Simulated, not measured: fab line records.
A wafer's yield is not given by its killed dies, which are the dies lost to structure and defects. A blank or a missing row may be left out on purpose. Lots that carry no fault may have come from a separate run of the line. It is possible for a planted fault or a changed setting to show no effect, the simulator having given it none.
A lot that was struck, set against a sound lot / flow nand_harc / 11 out of 1302 route steps
Sound: wafers L267.1, L267.2, L267.3. Struck: wafer L265.5. (L265.2, L265.4 of the same lot were not struck and are left out.) The cause comes at the end.
At each step with rows: each side's tool, then ch and its chambers, then its first start. Under that, the readings that differ: sound wafers / struck wafers / difference of the means / sigmas: that difference in standard deviations of wafers without a fault.
alike: a reading whose means differ by less than 2 such deviations, as well as words and numbers matching on both sides. not compared: withheld readings; readings where some wafer has no value; bounds like >300 that might hide an equal value; numbers whose values overlap and for which the record gives no deviation.
Wherever a step has rows on one side only, a row that says differs or no value, or a row with sigmas, the two part there. Numbers that don't overlap but have no deviation are shown without sigmas and don't part them. A reading missing from all wafers of one side parts the sides only when that side holds two or more wafers.

NHARC_A_CHANNEL_FILL_D1_ALD_25: deposits SiOx, target thk 60 nm, pulse time 10 s, ald cycles 600.
  sound on ald_hk-04 ch 1,2,3, day 15 02:57; struck on ald_hk-01 ch 3, day 14 01:31
  alike: heater_power_w, precursor_pulse_height_rel
NHARC_A_CHANNEL_FILL_D1_ETCHBACK_08: etches the open film in C4F8, target depth 220 nm, time 110 s.
  sound on rie_diel-09 ch 0,1,2; struck on rie_diel-05 ch 2
  alike: oes_product_au, rf_vpp_V
  not compared: rf_hours_counter_h
NHARC_A_CHANNEL_FILL_D1_STRIP_29: strips in O2, time 20 s.
  sound on rie_diel-09 ch 0,1,3; struck on rie_diel-05 ch 1
  alike: drypump_motor_current_A, o2_flow_sccm, oes_product_au, rf_vpp_V, showerhead_plenum_p_Torr, throttle_valve_pct
  not compared: rf_hours_counter_h
then, 3 steps without rows for these wafers: NHARC_A_CHANNEL_FILL_D1_PRECLEAN_30 (cleans in dHF, time 30 s); NHARC_A_CHANNEL_FILL_D1_SRD_31; NHARC_A_CHANNEL_FILL_D1_CVD_09 (deposits poly-Si, target thk 150 nm, time 3000 s).
NHARC_A_CHANNEL_FILL_D1_CMP_10: polishes, target thk 150 nm.
  sound on cmp-04 ch 0,1,2, day 15 13:53; struck on cmp-03 ch 0, day 14 09:46
  alike: motor_current_A, time_to_endpoint_s
after that, 1 step had no rows for these wafers: NHARC_A_CHANNEL_FILL_D1_SRD_12.
NHARC_A_CHANNEL_FILL_D1_INSPECT_13:
  sound: defect_inspect-02 at day 15 14:16; struck: defect_inspect-01 at day 14 10:11
  alike: raw_defect_count
NHARC_A_DECK1_JOINT_ETCHBACK_07: etches the open film in HBr, target depth 105 nm, time 26.9 s.
  sound on rie_si-03 ch 0,1,2, day 15 14:20; struck on rie_si-01 ch 1, day 14 10:15
reading=oes_product_au (a.u.); sound=1.003 1.001 1.008; struck=0.945; difference=-0.059; sigmas=-5
  alike: bias_w, drypump_motor_current_A, throttle_valve_pct
  not compared: rf_hours_counter_h
then, 1 step without rows for these wafers: NHARC_A_DECK1_JOINT_ETCH_25 (etches SiO2 in dHF, target depth 0.5 nm).

== WHERE THEY PART ==
NHARC_A_DECK1_JOINT_ETCHBACK_07 only, going by this record.

WHY: what the simulator had put in
rie_si-01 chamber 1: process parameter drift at NHARC_A_DECK1_JOINT_ETCHBACK_07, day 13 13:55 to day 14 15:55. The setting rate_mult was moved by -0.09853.
